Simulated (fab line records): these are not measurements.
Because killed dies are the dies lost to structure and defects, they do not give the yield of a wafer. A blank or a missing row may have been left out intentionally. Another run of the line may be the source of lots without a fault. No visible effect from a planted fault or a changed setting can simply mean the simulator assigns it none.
A struck lot beside a sound one / flow nand harc / 14 out of 1302 route steps
Sound: the wafers L738.3, L738.4, L738.6. The struck wafers were L733.1, L733.4, L733.5. Last of all comes the cause.
Per side, at each step with rows, come the tool, then ch with its chambers, and then its first start. Under that, the readings that differ: sound wafers / struck wafers / difference of the means / sigmas: that difference in standard deviations of wafers without a fault.
alike: a reading whose means differ by less than 2 such deviations, as well as words and numbers matching on both sides. not compared: withheld readings; readings where some wafer has no value; bounds like >300 that might hide an equal value; numbers whose values overlap and for which the record gives no deviation.
A row with sigmas, a row that says differs or no value, or rows on one side alone: a step with any of these is where the two part. Non-overlapping numbers with no deviation appear without sigmas and do not part them. Lack of a reading on every wafer of one side parts them only where that side has two or more wafers.

first, 1 step without rows for these wafers: NHARC_A_CONTACT_STRIP_27 (strips in post etch residue remover, time 600 s).
NHARC_A_CONTACT_ALD_18: deposits TiN, target thk 3 nm, pulse time 1 s, ald cycles 150.
  sound on ald metal-03 ch 1,2, day 30 09:59; struck on ald metal-02 ch 1,3, day 28 04:04
  alike: heater power outer w, heater power w, precursor pulse height rel
NHARC_A_CONTACT_CVD_19: deposits W, target thk 300 nm, time 802 s.
  sound: cvd w-02 ch 0,1; struck: cvd w-01 ch 0
  alike: heater power outer w, heater power w, throttle valve pct
NHARC_A_CONTACT_CMP_20: polishes, t overpolish 30 s, target thk 300 nm.
  sound on cmp-01 ch 1,2,3, day 30 11:05; struck on cmp-01 ch 2,3, day 28 05:09
  alike: motor current A, overpolish run s, slurry flow ml min, time to endpoint s
after that, 1 step had no rows for these wafers: NHARC_A_CONTACT_SRD_22.
NHARC_A_CONTACT_INSPECT_23:
  sound: defect inspect-01 at day 30 11:28; struck: defect inspect-02 at day 28 05:34
  alike: raw defect count
then, 5 steps without rows for these wafers: NHARC_A_BLC_DEHYDRATE_00 (time 120 s); NHARC_A_BLC_HMDS_01 (time 30 s); NHARC_A_BLC_COAT_02 (time 75 s); NHARC_A_BLC_COAT_03 (time 65 s); NHARC_A_BLC_COAT_04 (resist thk 90 nm).
NHARC_A_BLC_SOFTBAKE_05: time 55 s.
  sound on litho track-04 ch 0, day 30 11:00; struck on litho track-01 ch 0, day 28 05:00
reading=heater power total W (W); sound=188.74 188.42 188.52; struck=236.34 236.01 235.84; difference=+47.50; sigmas=+99 or more
reading=plate temp C (C); sound=105.07 105.00 104.93; struck=- - -; difference=no value on the struck wafers; sigmas=
  alike: exhaust pa
after that, 1 step had no rows for these wafers: NHARC_A_BLC_EBR_06.
-- break in the record here, with 2 days between the starts of the struck wafers on either side (left off in module A_BLC, picked up again in module END, where the first step shown is number 1302 on the route) --
NHARC_END_SORT_01:
  sound on prober-02 ch 0, day 32 07:40; struck on prober-01 ch 0, day 30 06:38
reading=killed dies; sound=106 95 65; struck=46 40; difference=-46; sigmas=-2
  alike: killed at array, killed at other, killed at periphery, killed open, killed short

## WHERE THEY PART
Last at NHARC_END_SORT_01 as far as this record goes, first at NHARC_A_BLC_SOFTBAKE_05.

WHY: what had been put in by the simulator
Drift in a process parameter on litho track-01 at NHARC_A_BLC_SOFTBAKE_05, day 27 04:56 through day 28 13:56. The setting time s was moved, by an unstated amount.
